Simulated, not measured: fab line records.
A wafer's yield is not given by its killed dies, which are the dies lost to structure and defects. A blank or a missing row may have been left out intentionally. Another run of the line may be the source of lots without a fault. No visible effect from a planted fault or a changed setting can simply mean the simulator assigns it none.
fab line records	flow n5-finfet
record lots=7	wafers=39
route steps=1938 shown BEOL_M5@1160
start-h: start of the lot's first displayed wafer, in hours after the record's first day	wait-h: hours since the lot's step before	" the same as in the row above	L1.1+2: a row that stands for several wafers	- value missing, or start not given	* or withheld: withheld	< > ~ a bound
route shown NAME@n: a module of which the file shows steps, and the number in the route of the first	usual: mean/standard deviation of fault-free wafers	same: alike in all rows	chamber/n: place in a boat	sites: the reading at each site	_std_site: standard deviation across them	_edge_site: inner sites' mean taken away from outer sites' mean	radius-mm: how far each site lies from the wafer's centre	mask NAME#n: copy n	behind: tool/chamber where the wafer was last shaped	hold: the reason the lot was held/the length of the hold in hours/how it ended	device: the transistor (n, p or np) that didn't switch	end of line: the tests these same wafers got at the end of their route	where a step has no rows: the recipe by itself	killed: the dies lost at the first sort to structure and to defects; this is not the yield of the wafer	map: the dies of a wafer, with x for killed, . for not killed, _ for no die there
set.NAME: the setting as run; set.NAME@STEP: as run at that earlier step	model.NAME: the simulator's own value behind a step, which no gauge read
lots where settings were altered on purpose, with a table for each step and a row for each wafer
## steps
# step N5_BEOL_M5_TRENCH_ETCH_37
# recipe chemistry=C4F6/O2	target-depth-a=716.52	target=SiCOH_lowk	time-s=24.7	ion-energy-ev=250	pressure-mtorr=30	source-w=345	bias-w=185	Ar_flow_sccm=300	C4F6_flow_sccm=10	O2_flow_sccm=10
lot.wafer	tool	chamber	start-h	wait-h	set.target-depth-a	model.BEOL_M5.feature-depth-nm	model.etch.depth-nm	model.TiN_of_BEOL_M5_HM_DEP_02.thk-nm
L075.1	rie-diel-05	3	-	-	323.6	32.2	32.1	19
L075.2	"	0	"	"	716.52	72.8	72.78	18
L075.3	"	1	"	"	323.6	32.4	32.44	19.2
L075.4	"	2	"	"	716.52	71.4	71.38	18
L075.5	"	2	"	"	716.52	71	70.92	18
L075.6	"	1	"	"	323.6	32.2	32.14	19
L081.1	rie-diel-06	3	-	-	716.52	69.6	69.58	17.8
L081.2	"	1	"	"	848.6	84.8	84.85	17.4
L081.3	"	0	"	"	848.6	84.4	84.46	17.6
L081.4	"	3	"	"	848.6	82.4	82.47	17.6
L081.5	"	0	"	"	716.52	71.4	71.45	18
L081.6	"	1	"	"	716.52	71.6	71.62	17.8
L082.1	rie-diel-06	1	-	-	716.52	71.2	71.12	18
L082.2	"	2	"	"	433	44.4	44.42	19.2
L082.3	"	0	"	"	433	43.4	43.37	18.8
L082.4	"	3	"	"	433	42.2	42.3	19
L082.5	"	0	"	"	716.52	71	70.97	18.2
L082.6	"	1	"	"	716.52	71	71.08	18
L084.3	rie-diel-02	2	-	-	716.52	72.8	72.78	17.8
L084.5	"	0	"	"	716.52	70.8	70.83	17.6
L084.6	"	1	"	"	716.52	74	74.07	17.8
L087.1	rie-diel-02	1	-	-	537.1	55.2	55.24	18.4
L087.2	"	2	"	"	716.52	72.4	72.32	18.2
L087.3	"	3	"	"	537.1	53.6	53.55	18.4
L087.4	"	0	"	"	716.52	69.8	69.83	18.4
L087.5	"	0	"	"	537.1	52.2	52.26	18.4
L087.6	"	3	"	"	716.52	71.4	71.36	18.2
L096.1	rie-diel-05	3	-	-	716.52	70.8	70.75	18
L096.2	"	2	"	"	716.52	71.8	71.8	17.8
L096.3	"	1	"	"	716.52	72	72.08	18
L096.4	"	1	"	"	716.52	72	72.09	18
L096.5	"	2	"	"	716.52	72	71.94	18
L096.6	"	3	"	"	716.52	71	70.97	18.2
L097.1	rie-diel-05	3	-	-	716.52	70.6	70.66	17.2
L097.2	"	1	"	"	716.52	70.8	70.76	17.4
L097.3	"	2	"	"	716.52	70.8	70.73	17.2
L097.4	"	3	"	"	865	84.4	84.44	17
L097.5	"	1	"	"	865	86	86.08	16.8
L097.6	"	2	"	"	865	85	84.94	17
# step N5_BEOL_M5_ETCH_41
# recipe chemistry=CH3F/O2	target=SiCN	target-depth-a=315	taper-deg=2	time-s=56.7	ion-energy-ev=120	mask-material=TiN	pressure-mtorr=30	source-w=395	bias-w=75	Ar_flow_sccm=150	CH3F_flow_sccm=30	O2_flow_sccm=20
# step N5_BEOL_M5_STRIP_91
# recipe chemistry=N2/H2	time-s=10	power-w=450	temp-c=40	pressure-mtorr=20	rf-frequency-hz=6e+07	bias-power-w=7	n2-flow-sccm=200	h2-flow-sccm=200
# step N5_BEOL_M5_OCD_MEAS_38
# usual trench-depth-nm=71.3/1.2
lot.wafer	tool	chamber	start-h	wait-h	set.target-depth-a@BEOL_M5_TRENCH_ETCH_37	trench-depth-nm
L075.1	ocd-02	-	171.34	-	323.6	32.4
L075.2	"	-	"	"	716.52	72.5
L075.3	"	-	"	"	323.6	32.5
L075.4	"	-	"	"	716.52	71.5
L075.5	"	-	"	"	716.52	70.9
L075.6	"	-	"	"	323.6	31.8
L081.1	ocd-01	-	215.67	-	716.52	69.6
L081.2	"	-	"	"	848.6	85.0
L081.3	"	-	"	"	848.6	84.2
L081.4	"	-	"	"	848.6	82.4
L081.5	"	-	"	"	716.52	72.1
L081.6	"	-	"	"	716.52	71.7
L082.1	ocd-01	-	223.77	-	716.52	70.9
L082.2	"	-	"	"	433	44.5
L082.3	"	-	"	"	433	43.6
L082.4	"	-	"	"	433	42.2
L082.5	"	-	"	"	716.52	70.6
L082.6	"	-	"	"	716.52	71.2
L084.3	ocd-02	-	243.71	-	716.52	72.2
L084.5	"	-	"	"	716.52	71.0
L084.6	"	-	"	"	716.52	73.9
L087.1	ocd-01	-	257.45	-	537.1	55.4
L087.2	"	-	"	"	716.52	72.9
L087.3	"	-	"	"	537.1	53.0
L087.4	"	-	"	"	716.52	69.7
L087.5	"	-	"	"	537.1	52.2
L087.6	"	-	"	"	716.52	71.5
L096.1	ocd-02	-	307.99	-	716.52	70.3
L096.2	"	-	"	"	716.52	72.3
L096.3	"	-	"	"	716.52	72.1
L096.4	"	-	"	"	716.52	72.1
L096.5	"	-	"	"	716.52	72.4
L096.6	"	-	"	"	716.52	71.3
L097.1	ocd-01	-	311.70	-	716.52	70.6
L097.2	"	-	"	"	716.52	71.3
L097.3	"	-	"	"	716.52	-
L097.4	"	-	"	"	865	84.3
L097.5	"	-	"	"	865	-
L097.6	"	-	"	"	865	-
# step N5_BEOL_M5_HM_STRIP_39
# recipe chemistry=peroxide-tin-strip	material=TiN	target-depth-a=250	temp-c=50	time-s=158
lot.wafer	tool	chamber	start-h	wait-h	set.time-s@BEOL_M5_PECVD_70	model.SiO2_of_BEOL_M5_PECVD_70.thk-nm
L075.1+3+4	wet-bench-04	1,6,0	171.37	0.0	18	15.6
L075.2+5	"	5,4	"	"	8.981	7.8
L075.6	"	7	"	"	8.981	8
L081.1+2+4	wet-bench-04	4,1,2	215.71	0.0	18	15.8
L081.3	"	0	"	"	18	15.6
L081.5	"	7	"	"	18	16
L081.6	"	3	"	"	18	16.2
L082.1+3	wet-bench-01	3,5	223.81	0.0	18	15.6
L082.2	"	2	"	"	12.84	11.2
L082.4	"	6	"	"	12.84	11.6
L082.5	"	1	"	"	18	16
L082.6	"	4	"	"	12.84	11.4
L084.3	wet-bench-02	2	243.74	0.0	18	15.6
L084.5+6	"	0,4	"	"	18	15.8
L087.1	wet-bench-02	6	257.48	0.0	24.69	21.6
L087.2	"	0	"	"	18	15.4
L087.3	"	2	"	"	18	15.8
L087.4	"	5	"	"	24.69	22
L087.5	"	1	"	"	24.69	21.8
L087.6	"	7	"	"	18	16
L096.1	wet-bench-04	3	308.02	0.0	21.33	18
L096.2	"	4	"	"	21.33	18.4
L096.3+6	"	5,7	"	"	18	15.6
L096.4	"	6	"	"	21.33	18.6
L096.5	"	0	"	"	18	15.4
L097.1	wet-bench-01	4	311.73	0.0	18	15.6
L097.2	"	6	"	"	18	15.4
L097.3+6	"	2,7	"	"	24.3	21.2
L097.4	"	3	"	"	24.3	21.4
L097.5	"	5	"	"	18	15.8
# step N5_BEOL_M5_SRD_40
# recipe time-s=30	temp-c=23	rinse-liquid=diw	dry=ipa-marangoni
# step N5_BEOL_M5_PRECLEAN_42
# recipe chemistry=residue-remover	time-s=60	temp-c=40
# step N5_BEOL_M5_ECD_50
# recipe material=Cu	target-thk-a=3000
# step N5_BEOL_M5_ANNEAL_51
# recipe temp-c=225	time-s=90	ambient=N2
# step N5_BEOL_M5_CMP_52
# recipe stop-on=SiCOH_lowk	t-overpolish-s=6.9	down-force-psi=1	platen-rpm=50	clearing-platen-down-force-psi=1.5	clearing-platen-rpm=50	post-cmp-clean=cu-alkaline	target-thk-nm=62	clearing-platen-pad-velocity-m-s=0.99484	pad-velocity-m-s=0.99484
lot.wafer	tool	chamber	start-h	wait-h	set.target-depth-a@BEOL_M5_TRENCH_ETCH_37	model.Cu_of_BEOL_M5_ECD_50.thk-nm
L075.4	cmp-04	1	178.30	0.1	716.52	62.4
L075.1	"	2	"	"	323.6	22.2
L075.2	"	3	"	"	716.52	63.2
L075.3	"	0	"	"	323.6	23.4
L075.6	"	1	"	"	323.6	23.6
L075.5	"	2	"	"	716.52	60.6
L081.1	cmp-02	3	222.54	0.3	716.52	61.4
L081.4	"	0	"	"	848.6	72.6
L081.2	"	1	"	"	848.6	77.6
L081.3	"	2	"	"	848.6	76.2
L081.5	"	3	"	"	716.52	62.8
L081.6	"	0	"	"	716.52	61.2
L082.1+5	cmp-02	2	229.96	0.3	716.52	62.2
L082.2	"	3	"	"	433	35.6
L082.4	"	0	"	"	433	30.6
L082.3	"	1	"	"	433	35.2
L082.6	"	3	"	"	716.52	61.2
L084.3	cmp-03	0	251.71	0.2	716.52	63.8
L084.5	"	3	"	"	716.52	61.8
L084.6	"	0	"	"	716.52	63.2
L087.1	cmp-02	0	265.29	1.6	537.1	44.2
L087.3	"	1	"	"	537.1	43.4
L087.2	"	2	"	"	716.52	64.2
L087.4	"	3	"	"	716.52	61.2
L087.5	"	0	"	"	537.1	41.4
L087.6	"	1	"	"	716.52	62
L096.4	cmp-02	0	314.56	0.2	716.52	61
L096.1	"	1	"	"	716.52	62.8
L096.3+2	"	2,3	"	"	716.52	63.2
L096.5	"	0	"	"	716.52	61.4
L096.6	"	1	"	"	716.52	62.6
L097.3	cmp-03	1	318.32	0.2	716.52	60.4
L097.4	"	2	"	"	865	75.8
L097.2+1	"	3,0	"	"	716.52	61.2
L097.5+6	"	1,2	"	"	865	75.6
# step N5_BEOL_M5_THK_MEAS_53
# recipe thk-meas-gauge=xrf	reads=Cu_of_BEOL_M5_ECD_50
# usual M5_THK=62.9/1.8
lot.wafer	tool	chamber	start-h	wait-h	set.target-depth-a@BEOL_M5_TRENCH_ETCH_37	M5_THK[nm]
L075.1	film-metro-02	-	178.60	-	323.6	22.9
L075.2	"	-	"	"	716.52	64.7
L075.3	"	-	"	"	323.6	24.0
L075.4	"	-	"	"	716.52	64.0
L075.5	"	-	"	"	716.52	62.4
L075.6	"	-	"	"	323.6	24.3
L081.1	film-metro-02	-	222.83	-	716.52	63.3
L081.2	"	-	"	"	848.6	79.5
L081.3	"	-	"	"	848.6	79.0
L081.4	"	-	"	"	848.6	74.4
L081.5	"	-	"	"	716.52	64.3
L081.6	"	-	"	"	716.52	63.0
L082.1	film-metro-02	-	230.26	-	716.52	64.3
L082.2	"	-	"	"	433	36.9
L082.3	"	-	"	"	433	36.4
L082.4	"	-	"	"	433	31.9
L082.5	"	-	"	"	716.52	64.3
L082.6	"	-	"	"	716.52	63.4
L084.3	film-metro-02	-	251.97	-	716.52	66.0
L084.5	"	-	"	"	716.52	64.0
L084.6	"	-	"	"	716.52	64.8
L087.1	film-metro-01	-	265.59	-	537.1	45.0
L087.2	"	-	"	"	716.52	65.5
L087.3	"	-	"	"	537.1	44.1
L087.4	"	-	"	"	716.52	62.7
L087.5	"	-	"	"	537.1	42.4
L087.6	"	-	"	"	716.52	63.2
L096.1	film-metro-01	-	314.85	-	716.52	64.9
L096.2	"	-	"	"	716.52	65.2
L096.3	"	-	"	"	716.52	65.1
L096.4	"	-	"	"	716.52	62.6
L096.5	"	-	"	"	716.52	63.2
L096.6	"	-	"	"	716.52	64.5
L097.1	film-metro-02	-	318.62	-	716.52	62.8
L097.2	"	-	"	"	716.52	63.2
L097.3	"	-	"	"	716.52	-
L097.4	"	-	"	"	865	78.0
L097.5	"	-	"	"	865	-
L097.6	"	-	"	"	865	-
# step N5_BEOL_M5_PRE_CLEAN_77
# recipe gas=NH3/H2	time-s=15	temp-c=*	rf-power-w=300
# step N5_BEOL_M5_CO_CAP_78
# recipe material=Co	target-thk-a=20	temp-c=200	precursor=CCTBA/H2	pressure-torr=30	time-s=102.1
# step N5_BEOL_M5_PRE_CLEAN_55
# recipe gas=NH3	time-s=15	temp-c=withheld	rf-power-w=300
# step N5_BEOL_M5_DEP_56
# recipe material=SiCN	target-thk-a=80	temp-c=withheld	precursor=3MS/NH3	pressure-torr=3	rf-w=202	time-s=14
# step N5_BEOL_M5_RS_MEAS_57
# recipe thk-meas-gauge=four-point-probe	reads=Co_of_BEOL_M5_CO_CAP_78+Cu_of_BEOL_M5_ECD_50+Co_of_BEOL_M5_CVD_47+TaN_of_BEOL_M5_ALD_86
# usual M5_RS=0.392/0.012
lot.wafer	tool	chamber	start-h	wait-h	set.target-depth-a@BEOL_M5_TRENCH_ETCH_37	M5_RS[ohm/sq]
L075.1	film-metro-01	-	178.87	0.0	323.6	1.463
L075.2	"	-	"	"	716.52	0.378
L075.3	"	-	"	"	323.6	1.375
L075.4	"	-	"	"	716.52	0.384
L075.5	"	-	"	"	716.52	0.398
L075.6	"	-	"	"	323.6	1.343
L081.1	film-metro-01	-	223.09	0.0	716.52	0.391
L081.2	"	-	"	"	848.6	0.297
L081.3	"	-	"	"	848.6	0.302
L081.4	"	-	"	"	848.6	0.320
L081.5	"	-	"	"	716.52	0.383
L081.6	"	-	"	"	716.52	0.394
L082.1	film-metro-02	-	230.52	0.0	716.52	0.385
L082.2	"	-	"	"	433	0.776
L082.3	"	-	"	"	433	0.788
L082.4	"	-	"	"	433	0.948
L082.5	"	-	"	"	716.52	0.387
L082.6	"	-	"	"	716.52	0.393
L084.3	film-metro-02	-	252.23	0.1	716.52	0.373
L084.5	"	-	"	"	716.52	0.388
L084.6	"	-	"	"	716.52	0.378
L087.1	film-metro-01	-	265.98	0.0	537.1	0.591
L087.2	"	-	"	"	716.52	0.372
L087.3	"	-	"	"	537.1	0.604
L087.4	"	-	"	"	716.52	0.393
L087.5	"	-	"	"	537.1	0.639
L087.6	"	-	"	"	716.52	0.387
L096.1	film-metro-02	-	315.11	0.0	716.52	0.380
L096.2	"	-	"	"	716.52	0.379
L096.3	"	-	"	"	716.52	0.377
L096.4	"	-	"	"	716.52	0.395
L096.5	"	-	"	"	716.52	0.392
L096.6	"	-	"	"	716.52	0.381
L097.1	film-metro-02	-	318.88	0.0	716.52	0.393
L097.2	"	-	"	"	716.52	0.393
L097.3	"	-	"	"	716.52	-
L097.4	"	-	"	"	865	0.304
L097.5	"	-	"	"	865	-
L097.6	"	-	"	"	865	-
## key
split step=N5_BEOL_M5_TRENCH_ETCH_37	setting=target-depth-a	stated=716.52	by=wafer
response step=N5_BEOL_M5_TRENCH_ETCH_37	reading=model.BEOL_M5.feature-depth-nm	change=+0.71	per=1%	r=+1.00
response step=N5_BEOL_M5_TRENCH_ETCH_37	reading=model.etch.depth-nm	change=+0.71	per=1%	r=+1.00
response step=N5_BEOL_M5_TRENCH_ETCH_37	reading=model.TiN_of_BEOL_M5_HM_DEP_02.thk-nm	change=-0.0187	per=1%	r=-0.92
response step=N5_BEOL_M5_OCD_MEAS_38	reading=trench-depth-nm	change=+0.707	per=1%	r=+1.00
response step=N5_BEOL_M5_CMP_52	reading=model.Cu_of_BEOL_M5_ECD_50.thk-nm	change=+0.719	per=1%	r=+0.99
response step=N5_BEOL_M5_THK_MEAS_53	reading=M5_THK	change=+0.739	per=1%	r=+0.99
response step=N5_BEOL_M5_RS_MEAS_57	reading=M5_RS	change=-0.0141	per=1%	r=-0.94
split outside-this-file step=N5_BEOL_M5_PECVD_70 setting=time-s
# split outside-this-file: this setting was split too, and the file shows its column; the key of that split is in another file
